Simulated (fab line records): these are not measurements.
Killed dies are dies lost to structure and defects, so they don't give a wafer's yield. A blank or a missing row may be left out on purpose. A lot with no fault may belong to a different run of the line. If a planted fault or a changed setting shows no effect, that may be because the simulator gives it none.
Which tool was responsible? -- flow n5 finfet -- 26 wafers from 9 lots sampled at 8 of the route's 1938 steps

== WHAT THE GAUGES SHOWED, per wafer ==
N5_BEOL_M1_INSPECT_59: inspects for defects (darkfield). Usual: raw defect count at 73, with a standard deviation of 22.
lot,measured,on,raw defect count,flag
L871,day 6 09:59,defect inspect-01,93 45 59,
L876,day 7 18:16,defect inspect-01,58 43 66,
L877,day 8 08:08,defect inspect-02,54 70 101,
L878,day 8 13:14,defect inspect-01,33 807 47,OFF
L879,day 8 16:43,defect inspect-02,62 48 70,
L881,day 9 07:02,defect inspect-02,839 78 84,OFF
L891,day 12 02:39,defect inspect-01,86 84 68,
L892,day 12 05:09,defect inspect-01,47 73,
L894,day 12 10:26,defect inspect-01,81 67 67,

N5_BEOL_M2_INSPECT_13: inspects for defects (brightfield). Usual: raw defect count at 439, with a standard deviation of 100.
lot,measured,on,raw defect count,flag
L871,day 6 11:08,defect inspect-02,605 472 517,
L876,day 7 19:30,defect inspect-01,337 435 444,
L877,day 8 09:31,defect inspect-01,430 535 527,
L878,day 8 16:01,defect inspect-01,304 1048 291,
L879,day 8 18:11,defect inspect-01,429 503 314,
L881,day 9 10:04,defect inspect-02,1213 294 435,
L891,day 12 05:31,defect inspect-02,509 383 358,
L892,day 12 06:17,defect inspect-02,270 322,
L894,day 12 13:06,defect inspect-02,369 569 557,

N5_BEOL_M2_INSPECT_30: inspects for defects (brightfield). Usual: raw defect count at 442, with a standard deviation of 110.
lot,measured,on,raw defect count,flag
L871,day 6 12:02,defect inspect-02,588 468 517,
L876,day 7 20:23,defect inspect-02,313 394 423,
L877,day 8 10:31,defect inspect-02,401 514 482,
L878,day 8 17:08,defect inspect-01,319 1091 276,
L879,day 8 19:15,defect inspect-01,421 508 303,
L881,day 9 11:07,defect inspect-01,1281 310 492,
L891,day 12 06:29,defect inspect-02,530 398 376,
L892,day 12 07:22,defect inspect-02,273 311,
L894,day 12 14:40,defect inspect-01,428 612 575,

N5_BEOL_M4_RC_MEAS_101. Usual: DIBL_N 36.5 mV/V, standard deviation 1.8; DIBL_P 36.5 mV/V, standard deviation 2.1; IOFF_N 0.17 nA/um, standard deviation 0.031; IOFF_P 0.22 nA/um, standard deviation 0.036; ION_N 677 uA/um, standard deviation 11; ION_P 463 uA/um, standard deviation 8; SS_N 71.6 mV/dec, standard deviation 0.61; SS_P 73.3 mV/dec, standard deviation 0.63; VT_N 249 mV, standard deviation 3.1; VT_P -250 mV, standard deviation 3.3.
lot,measured,on,DIBL_N (mV/V),DIBL_P (mV/V),IOFF_N (nA/um),IOFF_P (nA/um),ION_N (uA/um),ION_P (uA/um),SS_N (mV/dec),SS_P (mV/dec),VT_N (mV),VT_P (mV),flag
L871,day 7 22:33,prober-02,33.8 35.2 33.9,32.6 34.7 32.7,0.12 0.15 0.13,0.15 0.20 0.16,655 672 659,446 457 447,71.0 71.0 70.7,72.9 73.3 71.9,253 248 253,-257 -250 -255,
L876,day 9 10:14,prober-01,38.5 34.7 36.1,38.5 34.7 35.5,0.21 0.14 0.15,0.26 0.20 0.20,694 681 679,476 468 469,72.0 71.0 71.7,73.7 72.8 73.1,242 250 250,-245 -248 -249,
L877,day 9 20:15,prober-02,35.0 35.7 33.9,35.6 36.2 34.9,0.13 0.15 0.13,0.19 0.20 0.18,667 678 675,465 467 463,70.8 71.3 70.9,73.1 73.9 72.5,249 249 251,-251 -253 -251,
L878,day 9 19:58,prober-01,36.8 33.8 35.6,35.8 32.8 34.7,0.16 0.12 0.15,0.21 0.16 0.19,675 673 670,460 459 461,71.4 71.0 71.0,73.3 72.4 72.5,248 251 249,-249 -254 -248,
L879,day 10 03:37,prober-02,35.0 35.3 36.3,34.7 34.6 35.7,0.15 0.16 0.16,0.20 0.20 0.21,676 677 678,462 465 462,71.1 70.5 71.2,73.3 72.5 73.3,247 246 250,-251 -251 -251,
L881,day 10 20:40,prober-01,36.4 38.2 37.4,35.0 36.7 35.6,0.18 0.20 0.20,0.20 0.22 0.21,679 675 672,454 452 452,71.9 72.8 71.6,72.7 73.5 73.1,246 248 246,-252 -250 -252,
L891,day 13 18:14,prober-01,35.3 34.3 34.7,37.2 35.6 36.1,0.15 0.13 0.14,0.20 0.18 0.19,679 677 675,467 464 465,70.5 71.4 71.3,73.8 73.4 73.8,250 251 250,-252 -252 -250,
L892,day 13 21:04,prober-02,33.1 36.2,32.2 36.9,0.11 0.17,0.17 0.22,649 664,458 463,70.5 72.0,72.9 72.4,253 251,-252 -249,
L894,day 14 23:12,prober-01,37.0 40.1 38.5,35.4 39.8 38.1,0.15 0.20 0.18,0.20 0.28 0.25,662 673 667,456 465 461,72.7 72.6 71.9,72.6 74.4 73.8,253 251 248,-251 -245 -247,

== WHICH TOOL RAN EACH LOT (tool, then ch and the chambers of the sampled wafers, then the start) ==
lot,N5_BEOL_M1_SPUTTER_90,N5_BEOL_M1_SPUTTER_92,N5_BEOL_M1_PRE_CLEAN_60,N5_BEOL_M1_DEP_57
L871,"pvd sputter-01, day 6 08:11","pvd sputter-01, day 6 08:25","cvd co-02 ch 0,2, day 6 09:41","pecvd-01 ch 0,1,2, day 6 09:54"
L876,"pvd sputter-01, day 7 16:32","pvd sputter-01, day 7 16:45","cvd co-02 ch 0,2, day 7 18:01","pecvd-04 ch 1,2, day 7 18:10"
L877,"pvd sputter-02, day 8 06:24","pvd sputter-02, day 8 06:37","cvd co-02 ch 0,2, day 8 07:53","pecvd-04 ch 1,2, day 8 08:02"
L878,"pvd sputter-02, day 8 11:28","pvd sputter-02, day 8 11:41","cvd co-02 ch 0,1,2, day 8 12:57","pecvd-03 ch 0, day 8 13:07"
L879,"pvd sputter-03, day 8 14:54","pvd sputter-03, day 8 15:07","cvd co-01 ch 0,1,2, day 8 16:28","pecvd-03 ch 0,1,2, day 8 16:37"
L881,"pvd sputter-03, day 9 05:18","pvd sputter-03, day 9 05:31","cvd co-02 ch 0,1, day 9 06:47","pecvd-04 ch 0,1, day 9 06:56"
L891,"pvd sputter-01, day 12 00:33","pvd sputter-01, day 12 00:46","cvd co-02 ch 0,2, day 12 02:24","pecvd-01 ch 1,2, day 12 02:33"
L892,"pvd sputter-02, day 12 03:24","pvd sputter-02, day 12 03:37","cvd co-02 ch 1,2, day 12 04:54","pecvd-04 ch 0,1, day 12 05:03"
L894,"pvd sputter-03, day 12 08:23","pvd sputter-03, day 12 08:36","cvd co-01 ch 0,2, day 12 10:11","pecvd-04 ch 0,2, day 12 10:21"
- N5_BEOL_M1_SPUTTER_90: material Cu, target thk 4.5 nm, time 8.29 s.
- N5_BEOL_M1_SPUTTER_92: material Cu, target thk 4.5 nm, time 8.29 s.
- N5_BEOL_M1_PRE_CLEAN_60: time 15 s.
- N5_BEOL_M1_DEP_57: deposits SiCN from 3MS/NH3, target thk 8 nm, time 14 s.

== AS READ BY THE TOOLS THEMSELVES (means over the sampled wafers that have a number; for cases with no such wafer, the mark the record gives instead) ==
N5_BEOL_M1_SPUTTER_90. Usual: susceptor temp C -19.99 C, standard deviation 0.097; throttle valve pct 30.3 %, standard deviation 1.
lot,tool,susceptor temp C (C),throttle valve pct (%),flag
L871,pvd sputter-01,-20.03,29.2,
L876,pvd sputter-01,-19.99,29.8,
L877,pvd sputter-02,-20.10,30.2,
L878,pvd sputter-02,-19.93,30.1,
L879,pvd sputter-03,-20.01,30.7,
L881,pvd sputter-03,-20.00,30.4,
L891,pvd sputter-01,-19.95,29.0,
L892,pvd sputter-02,-19.80,30.6,
L894,pvd sputter-03,-19.96,31.0,

N5_BEOL_M1_SPUTTER_92. Usual: susceptor temp C -20.01 C, standard deviation 0.11; throttle valve pct 30.3 %, standard deviation 0.99.
lot,tool,susceptor temp C (C),throttle valve pct (%),flag
L871,pvd sputter-01,-19.93,29.4,
L876,pvd sputter-01,-19.97,30.1,
L877,pvd sputter-02,-20.07,30.5,
L878,pvd sputter-02,-19.94,30.0,
L879,pvd sputter-03,-19.89,30.7,
L881,pvd sputter-03,-19.98,30.6,
L891,pvd sputter-01,-20.03,28.7,
L892,pvd sputter-02,-20.15,30.4,
L894,pvd sputter-03,-20.01,31.0,

N5_BEOL_M1_PRE_CLEAN_60. Usual: heater power w 90 W, standard deviation 18; rf fwd power W 296.5 W, standard deviation 1.2.
lot,tool,heater power w (W),rf fwd power W (W),flag
L871,cvd co-02,111,297.3,
L876,cvd co-02,112,296.4,
L877,cvd co-02,111,295.5,
L878,cvd co-02,103,296.4,
L879,cvd co-01,75,296.9,
L881,cvd co-02,94,295.4,
L891,cvd co-02,114,295.7,
L892,cvd co-02,104,295.8,
L894,cvd co-01,68,297.4,

N5_BEOL_M1_DEP_57. Usual: rf fwd power W 199.2 W, standard deviation 0.92; showerhead plenum p Torr 3.669 Torr, standard deviation 0.012; throttle valve pct 9.1 %, standard deviation 0.5.
lot,tool,rf fwd power W (W),showerhead plenum p Torr (Torr),throttle valve pct (%),flag
L871,pecvd-01,199.4,3.673,8.8,
L876,pecvd-04,198.6,3.663,9.4,
L877,pecvd-04,199.4,3.666,9.2,
L878,pecvd-03,198.2,3.669,9.5,
L879,pecvd-03,198.7,3.667,9.2,
L881,pecvd-04,198.9,3.675,9.5,
L891,pecvd-01,200.3,3.676,9.0,
L892,pecvd-04,199.0,3.676,9.4,
L894,pecvd-04,198.4,3.677,9.4,

== THE ANSWER, worked out from the rows above alone ==
Rule: a lot is off if the mean of its wafers that have a number lies more than 3 standard deviations from the usual mean. A lot without any number at a reading at which 4 lots or more have one is off too. Any other lot the step has rows for is counted as sound. Order of review: gauges by route order, followed by the tools' own readings, for which a lot's mean as printed above is used. At the first step where some lot is off, the reading lying furthest off is the one used; lots without a number count as furthest.
Off, at N5_BEOL_M1_INSPECT_59 on raw defect count: L878, L881.
A tool fits if, at a process step before that reading, it ran every lot that is off, and no sound lot after the first of them. Gauges at N5_BEOL_M1_INSPECT_59: tried the same way as those tools. None of those tried fits.

== WHAT THE SIMULATOR PUT IN ==
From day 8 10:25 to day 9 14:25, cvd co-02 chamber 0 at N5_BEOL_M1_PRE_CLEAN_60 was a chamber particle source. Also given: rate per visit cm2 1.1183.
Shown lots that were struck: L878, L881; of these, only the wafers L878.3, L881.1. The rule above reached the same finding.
